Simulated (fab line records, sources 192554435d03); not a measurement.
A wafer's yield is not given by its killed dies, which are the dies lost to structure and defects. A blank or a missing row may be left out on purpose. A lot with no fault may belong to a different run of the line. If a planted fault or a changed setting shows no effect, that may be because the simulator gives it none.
Which tool is to blame? -- flow n5 finfet -- 24 lots with 72 wafers sampled at 3 steps, on a route of 1938 steps

## WHAT THE GAUGES SHOWED, per wafer
N5_BEOL_M14_CD_MEAS_28: target cd 284.4 nm. Usual: 284.6 nm for cd nm, sd 1.6.
lot,measured,on,cd nm (nm),flag
L074,day 12 22:05,cd sem-02,283.0 283.6 284.1,
L076,day 13 10:33,cd sem-02,283.6 283.5 282.0,
L077,day 14 03:46,cd sem-02,283.8 285.9 284.7,
L075,day 14 04:13,cd sem-02,286.0 285.5 285.1,
L078,day 14 13:52,cd sem-02,281.8 285.2 283.1,
L079,day 14 15:17,cd sem-03,284.9 280.9 283.7,
L080,day 14 23:53,cd sem-02,285.6 286.4 283.2,
L081,day 15 10:16,cd sem-01,284.1 285.6 287.2,
L084,day 15 14:37,cd sem-03,285.7 286.4 282.7,
L082,day 15 16:11,cd sem-01,285.5 282.6 281.4,
L083,day 15 19:14,cd sem-03,284.9 286.4 285.2,
L087,day 16 05:59,cd sem-01,288.0 287.1 287.0,
L085,day 16 12:55,cd sem-01,284.1 283.1 284.3,
L086,day 17 02:57,cd sem-03,282.9 284.9 283.9,
L090,day 17 10:55,cd sem-03,283.0 283.4 284.2,
L089,day 17 17:05,cd sem-03,283.6 283.5 282.2,
L088,day 17 19:19,cd sem-02,287.5 283.4 286.8,
L092,day 18 03:54,cd sem-03,282.0 286.5 286.0,
L091,day 18 06:10,cd sem-02,285.5 283.2 287.1,
L093,day 18 12:12,cd sem-03,284.2 282.4 284.4,
L095,day 18 19:56,cd sem-02,286.9 286.0 284.6,
L094,day 19 01:17,cd sem-03,285.2 281.8 285.4,
L096,day 19 02:43,cd sem-01,284.7 282.4 283.6,
L097,day 19 06:46,cd sem-01,286.0 283.9 282.5,

## WHICH TOOL RAN EACH LOT (tool, then ch and the chambers of the sampled wafers, then the start)
lot,N5_BEOL_M13_SPUTTER_44,N5_BEOL_M14_STRIP_63
L074,"pvd sputter-03, day 12 19:24","rie diel-04 ch 2,3, day 12 22:05 or earlier"
L076,"pvd sputter-02, day 13 08:01","rie diel-04 ch 0,1,3, day 13 10:33 or earlier"
L077,"pvd sputter-01, day 14 00:50","rie diel-04 ch 1,2,3, day 14 03:46 or earlier"
L075,"pvd sputter-01, day 14 01:15","rie diel-01 ch 0,2,3, day 14 04:13 or earlier"
L078,"pvd sputter-01, day 14 11:15","rie diel-03 ch 0,1, day 14 13:52 or earlier"
L079,"pvd sputter-03, day 14 12:15","rie diel-01 ch 0,1,3, day 14 15:17 or earlier"
L080,"pvd sputter-01, day 14 20:53","rie diel-01 ch 0,2,3, day 14 23:53 or earlier"
L081,"pvd sputter-01, day 15 07:39","rie diel-01 ch 2,3, day 15 10:16 or earlier"
L084,"pvd sputter-02, day 15 11:59","rie diel-01 ch 1,2, day 15 14:37 or earlier"
L082,"pvd sputter-01, day 15 13:14","rie diel-01 ch 2,3, day 15 16:11 or earlier"
L083,"pvd sputter-02, day 15 16:38","rie diel-01 ch 1,2,3, day 15 19:14 or earlier"
L087,"pvd sputter-01, day 16 03:05","rie diel-01 ch 0,1,2, day 16 05:59 or earlier"
L085,"pvd sputter-03, day 16 10:15","rie diel-03 ch 0,1,2, day 16 12:55 or earlier"
L086,"pvd sputter-03, day 17 00:04","rie diel-04 ch 2,3, day 17 02:57 or earlier"
L090,"pvd sputter-02, day 17 07:55","rie diel-03 ch 2,3, day 17 10:55 or earlier"
L089,"pvd sputter-03, day 17 14:07","rie diel-03 ch 2,3, day 17 17:05 or earlier"
L088,"pvd sputter-01, day 17 16:19","rie diel-03 ch 0,1,2, day 17 19:19 or earlier"
L092,"pvd sputter-01, day 18 01:04","rie diel-01 ch 0,2,3, day 18 03:54 or earlier"
L091,"pvd sputter-01, day 18 03:31","rie diel-01 ch 0,2,3, day 18 06:10 or earlier"
L093,"pvd sputter-02, day 18 09:28","rie diel-04 ch 0,1, day 18 12:12 or earlier"
L095,"pvd sputter-01, day 18 17:19","rie diel-01 ch 1,2, day 18 19:56 or earlier"
L094,"pvd sputter-02, day 18 22:33","rie diel-03 ch 0,2, day 19 01:17 or earlier"
L096,"pvd sputter-01, day 18 23:29","rie diel-03 ch 0,2,3, day 19 02:43 or earlier"
L097,"pvd sputter-03, day 19 03:59","rie diel-03 ch 2,3, day 19 06:46 or earlier"
- N5_BEOL_M13_SPUTTER_44: material Ta, target thk 10 nm, time 16.13 s.
- N5_BEOL_M14_STRIP_63: strips in O2.

## WHAT THE TOOLS THEMSELVES READ (means of the sampled wafers that have a number; where no wafer has one, the mark that the record gives instead)
N5_BEOL_M13_SPUTTER_44. Usual: 29.8 % for throttle valve pct, sd 1.1.
lot,tool,throttle valve pct (%),flag
L074,pvd sputter-03,29.4,
L076,pvd sputter-02,29.9,
L077,pvd sputter-01,29.4,
L075,pvd sputter-01,29.6,
L078,pvd sputter-01,29.6,
L079,pvd sputter-03,29.9,
L080,pvd sputter-01,29.1,
L081,pvd sputter-01,29.5,
L084,pvd sputter-02,30.0,
L082,pvd sputter-01,29.5,
L083,pvd sputter-02,29.9,
L087,pvd sputter-01,29.1,
L085,pvd sputter-03,29.4,
L086,pvd sputter-03,29.4,
L090,pvd sputter-02,29.9,
L089,pvd sputter-03,29.8,
L088,pvd sputter-01,30.5,
L092,pvd sputter-01,29.2,
L091,pvd sputter-01,30.3,
L093,pvd sputter-02,30.5,
L095,pvd sputter-01,28.5,
L094,pvd sputter-02,29.9,
L096,pvd sputter-01,28.9,
L097,pvd sputter-03,30.0,

N5_BEOL_M14_STRIP_63. Usual: drypump motor current A 5.9 A, standard deviation 0.48; oes product au 0.81 a.u., standard deviation 0.083; rf vpp V 3.7 V, standard deviation 0.78; showerhead plenum p Torr 2.09 Torr, standard deviation 0.084; throttle valve pct 16.6 %, standard deviation 0.34.
lot,tool,drypump motor current A (A),oes product au (a.u.),rf vpp V (V),showerhead plenum p Torr (Torr),throttle valve pct (%),flag
L074,rie diel-04,5.3,0.84,3.7,2.16,16.5,
L076,rie diel-04,5.9,0.82,3.5,2.15,16.6,
L077,rie diel-04,5.7,0.80,3.3,2.12,16.6,
L075,rie diel-01,6.3,0.75,3.6,2.06,16.9,
L078,rie diel-03,5.5,0.90,2.9,2.21,16.4,
L079,rie diel-01,6.0,0.79,4.1,2.07,16.7,
L080,rie diel-01,6.3,0.74,3.1,2.06,16.9,
L081,rie diel-01,6.2,0.80,3.7,2.03,16.7,
L084,rie diel-01,6.3,0.76,4.1,2.02,17.0,
L082,rie diel-01,6.2,0.79,4.2,2.03,16.7,
L083,rie diel-01,6.1,0.78,3.1,2.02,16.8,
L087,rie diel-01,6.3,0.84,3.3,2.06,16.9,
L085,rie diel-03,5.4,0.82,3.6,2.12,16.4,
L086,rie diel-04,5.3,0.87,3.9,2.23,16.4,
L090,rie diel-03,6.1,0.83,3.9,2.09,16.4,
L089,rie diel-03,6.1,0.83,3.3,2.09,16.4,
L088,rie diel-03,5.4,0.80,4.2,2.12,16.4,
L092,rie diel-01,6.3,0.82,3.8,2.05,16.8,
L091,rie diel-01,6.3,0.81,3.8,2.05,16.8,
L093,rie diel-04,6.1,0.72,3.4,2.09,17.0,
L095,rie diel-01,6.0,0.76,3.2,2.01,17.0,
L094,rie diel-03,5.4,0.74,3.4,2.07,16.6,
L096,rie diel-03,5.8,0.80,2.7,2.12,16.5,
L097,rie diel-03,6.1,0.80,3.6,2.09,16.4,

## THE ANSWER, worked out from the rows above alone
Rule: a lot is off if the mean of its wafers that have a number lies more than 3 standard deviations from the usual mean. A lot without any number at a reading at which 4 lots or more have one is off too. All remaining lots with rows at the step are treated as sound. The gauges are gone through in route order, then the tools' own readings, and for those a lot's mean is taken as printed above. At the first step where some lot is off, the reading lying furthest off is the one used; lots without a number count as furthest.
Across all readings shown, no lot is off: no conclusion can be drawn from this.

## WHAT WAS PUT IN BY THE SIMULATOR
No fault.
